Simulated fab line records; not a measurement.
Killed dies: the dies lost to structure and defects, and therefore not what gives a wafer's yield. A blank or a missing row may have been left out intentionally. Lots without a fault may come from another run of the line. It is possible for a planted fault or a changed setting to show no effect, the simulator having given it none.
Struck lot and sound lot, side by side :: flow nand_harc :: 13 out of 1159 route steps
Sound: the wafers L130.1, L130.2, L130.3. Struck: wafers L137.1, L137.2. (L137.3 of the same lot was not struck and is left out.) The cause comes at the end.
At each step with rows: each side's tool, then ch and its chambers, then its first start. Under that, the readings that differ: sound wafers :: struck wafers :: difference of the means :: sigmas: that difference in standard deviations of wafers without a fault.
alike: words and numbers the same on both sides, and readings whose means are apart by under 2 such deviations; not compared: readings that were withheld, readings missing a value for some wafer, numbers with overlapping values and no deviation given by the record, and bounds like >300 which may hide the same value.
The two part at a step that has a row with sigmas, a row that says differs or no value, or rows on one side only. Non-overlapping numbers with no deviation appear without sigmas and do not part them. Lack of a reading on every wafer of one side parts them only where that side has two or more wafers.

NHARC_A_SLIT_ETCH_26: etches the open film in C4F8/O2/Ar, time 90 s, target depth 400 nm.
  sound on har_etch-02 ch 0,1, day 16 15:05; struck on har_etch-01 ch 0,1, day 17 17:14
  alike: drypump_motor_current_A, showerhead_plenum_p_Torr, throttle_valve_pct
  not compared: rf_hours_counter_h
then, 1 step without rows for these wafers: NHARC_A_SLIT_STRIP_28 (strips in O2/COS).
NHARC_A_SLIT_ETCH_29: etches the open film in CF4/O2, target depth 100 nm, overetch 10 nm, time 55 s.
  sound on rie_diel-12 ch 0,1,2, day 16 15:43; struck on rie_diel-12 ch 1,2, day 17 17:50
reading: oes_product_au (a.u.)
sound: 0.995 1.022 1.012
struck: 0.991 0.980
difference: -0.024
sigmas: -2

reading: rf_hours_counter_h (h)
sound: 9 10 9
struck: 1 0
difference: -9
sigmas: 
  alike: drypump_motor_current_A, oes_f_703_au, rf_vpp_V, showerhead_plenum_p_Torr, throttle_valve_pct
NHARC_A_SLIT_STRIP_18: strips in O2.
  sound: rie_diel-12 ch 0,1,2; struck: rie_diel-12 ch 0,1
reading: rf_hours_counter_h (h)
sound: 9 10 9
struck: 1 1
difference: -8
sigmas: 
  alike: drypump_motor_current_A, oes_product_au, rf_vpp_V, showerhead_plenum_p_Torr, throttle_valve_pct
then, 2 steps without rows for these wafers: NHARC_A_SLIT_PRECLEAN_19 (cleans in SC1); NHARC_A_SLIT_SRD_20.
NHARC_A_SLIT_CD_MEAS_21:
  sound on cd_sem-01, day 16 16:19; struck on cd_sem-03, day 17 18:22
  alike: cd_nm
then, 3 steps without rows for these wafers: NHARC_A_SIN_REMOVE_WET_00 (chemistry H3PO4, time 15300 s); NHARC_A_SIN_REMOVE_PRECLEAN_01 (cleans in SC1); NHARC_A_SIN_REMOVE_SRD_02.
NHARC_A_SIN_REMOVE_INSPECT_04:
  sound on defect_inspect-01, day 17 00:01; struck on defect_inspect-01, day 18 02:02
  alike: raw_defect_count
NHARC_A_WL_FILL_ALD_00: deposits Al2O3, target thk 3 nm, pulse time 3 s, ald cycles 30.
  sound on ald_hk-04 ch 0,1,3, day 17 00:05; struck on ald_hk-03 ch 2,3, day 18 02:06
reading: ald_cycles
sound: 30 30 30
struck: 41 41
difference: +11
sigmas: 
  alike: heater_power_w, precursor_pulse_height_rel
NHARC_A_WL_FILL_RTA_01: time 5 s.
  sound on rtp_anneal-01 ch 0, day 17 00:20; struck on rtp_anneal-02 ch 0, day 18 02:22
reading: lamp_power_pct (%)
sound: 28 28 28
struck: 35 35
difference: +7
sigmas: +2
  alike: wafer_temp_C_max

WHERE THEY PART
Earliest at NHARC_A_SLIT_ETCH_29; latest, in this record, at NHARC_A_WL_FILL_RTA_01.

WHY: the cause the simulator had injected
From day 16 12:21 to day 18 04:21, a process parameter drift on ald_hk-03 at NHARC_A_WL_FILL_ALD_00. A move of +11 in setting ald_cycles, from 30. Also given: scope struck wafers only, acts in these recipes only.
